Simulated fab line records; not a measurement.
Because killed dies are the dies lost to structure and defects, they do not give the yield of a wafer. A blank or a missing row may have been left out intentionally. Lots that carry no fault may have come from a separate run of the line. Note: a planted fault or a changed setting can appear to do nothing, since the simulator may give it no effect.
Comparing a struck lot with a sound one	flow n5_finfet	33 steps out of a route of 1938
Sound: the wafers L418.1, L418.4, L418.5. Struck: wafer L426.6 (L426.1, L426.4, from the same lot, were not struck and are left out); the cause is given at the end.
For every step that has rows: the tool of each side, followed by ch and its chambers, followed by its first start. Under that, the readings that differ: sound wafers	struck wafers	difference of the means	sigmas: that difference in standard deviations of wafers without a fault.
alike: a reading whose means differ by less than 2 such deviations, as well as words and numbers matching on both sides. not compared: withheld readings; readings where some wafer has no value; bounds like >300 that might hide an equal value; numbers whose values overlap and for which the record gives no deviation.
A row with sigmas, a row that says differs or no value, or rows on one side alone: a step with any of these is where the two part. Numbers that have no deviation but don't overlap get no sigmas and don't part them. Lack of a reading on every wafer of one side parts them only where that side has two or more wafers.

first, 9 steps without rows for these wafers: N5_MOL_CONTACT_COAG_SOFTBAKE_79 (time 60 s); N5_MOL_CONTACT_COAG_EXPOSE_81 (exposes mask VG, defocus 0 nm); N5_MOL_CONTACT_COAG_PEB_82 (peb time 60 s); N5_MOL_CONTACT_COAG_DEVELOP_83 (develop time 30 s); N5_MOL_CONTACT_COAG_DESCUM_88 (chemistry O2, time 7 s); N5_MOL_CONTACT_COAG_ETCH_89 (etches underlayer in N2/H2, target depth 13 nm, time 10.4 s); N5_MOL_CONTACT_COAG_ETCH_90 (etches SiARC in CF4, target depth 13 nm, time 21.7 s); N5_MOL_CONTACT_COAG_ALD_131 (deposits SiO2, target thk 5 nm, pulse time 1 s, co reactant pulse time 1 s); N5_MOL_CONTACT_COAG_ETCHBACK_132 (etches SiO2 in CHF3, target depth 10 nm, time 6.7 s).
N5_MOL_CONTACT_COAG_ETCH_91: etches SOC in N2/H2, target depth 60 nm, overetch 21 nm, time 101.2 s.
  sound on rie_diel-04 ch 1,2,3, day 6 09:10; struck on rie_diel-04 ch 0, day 8 11:16
  alike: drypump_motor_current_A, oes_product_au, rf_vpp_V, showerhead_plenum_p_Torr, throttle_valve_pct
  not compared: rf_hours_counter_h
then, 19 steps without rows for these wafers: N5_MOL_CONTACT_COAG_STRIP_92 (strips in N2/H2); N5_MOL_CONTACT_COAG_STRIP_93 (strips in N2/H2); N5_MOL_CONTACT_COAG_ETCHBACK_135 (etches SiO2 in CHF3, target depth 25 nm, time 16.7 s); N5_MOL_CONTACT_COAG_STRIP_118 (strips in CHF3); N5_MOL_CONTACT_COAG_VIA_ETCH_46 (etches SiO2 in C4F6/O2, target depth 46 nm, overetch 9.2 nm, time 40 s); N5_MOL_CONTACT_COAG_STRIP_96 (strips in N2/H2); N5_MOL_CONTACT_COAG_ETCH_47 (etches SiNx in CH3F/O2, stops on W, target depth 27 nm); N5_MOL_CONTACT_COAG_STRIP_119 (strips in N2/H2, time 30 s); N5_MOL_CONTACT_COAG_PRECLEAN_144 (cleans in alkaline clean, time 60 s); N5_MOL_CONTACT_COAG_SRD_145 (time 30 s); N5_MOL_CONTACT_COAG_COAT_62 (time 60 s, resist thk 60 nm); N5_MOL_CONTACT_COAG_COAT_63 (time 60 s, resist thk 10 nm); N5_MOL_CONTACT_COAG_COAT_64 (time 60 s, resist thk 10 nm); N5_MOL_CONTACT_COAG_COAT_34 (resist thk 40 nm); N5_MOL_CONTACT_COAG_EBR_36; N5_MOL_CONTACT_COAG_SOFTBAKE_35 (time 60 s); N5_MOL_CONTACT_COAG_EXPOSE_37 (exposes mask VD, defocus 0 nm); N5_MOL_CONTACT_COAG_PEB_38 (peb time 60 s); N5_MOL_CONTACT_COAG_DEVELOP_39 (develop time 30 s).
N5_MOL_CONTACT_COAG_INSPECT_42: inspects for defects (brightfield).
  sound on defect_inspect-01, day 6 10:10; struck on defect_inspect-01, day 8 12:07
reading	sound	struck	difference	sigmas
raw_defect_count	172 159 195	1216	+1041	+15
then, 1 step without rows for these wafers: N5_MOL_CONTACT_COAG_DESCUM_45 (chemistry O2, time 7 s).
-- here the record skips 3 days between the struck wafers' starts before and after, leaving off in module MOL_CONTACT_COAG and picking up in module BEOL_M4 (first step shown: number 1111 of the route) --
N5_BEOL_M4_RC_MEAS_101:
  sound on prober-01 ch 0, day 9 09:37; struck on prober-01 ch 0, day 11 15:11
reading	sound	struck	difference	sigmas
ION_P (uA/um)	457 457 455	476	+20	+3
VT_P (mV)	-252 -252 -251	-244	+8	+2
  alike: DIBL_N, DIBL_P, IOFF_N, IOFF_P, ION_N, SS_N, SS_P, VT_N
-- here the record skips 5 days between the struck wafers' starts before and after, leaving off in module BEOL_M4 and picking up in module PASSIVATION (first step shown: number 1936 of the route) --
N5_PASSIVATION_PROBE_49:
  rows exist in the record for the struck wafers here (prober-01, day 16 10:12), but not for the sound ones

== WHERE THEY PART ==
Earliest at N5_MOL_CONTACT_COAG_INSPECT_42; latest, in this record, at N5_PASSIVATION_PROBE_49.

WHY: the cause the simulator had injected
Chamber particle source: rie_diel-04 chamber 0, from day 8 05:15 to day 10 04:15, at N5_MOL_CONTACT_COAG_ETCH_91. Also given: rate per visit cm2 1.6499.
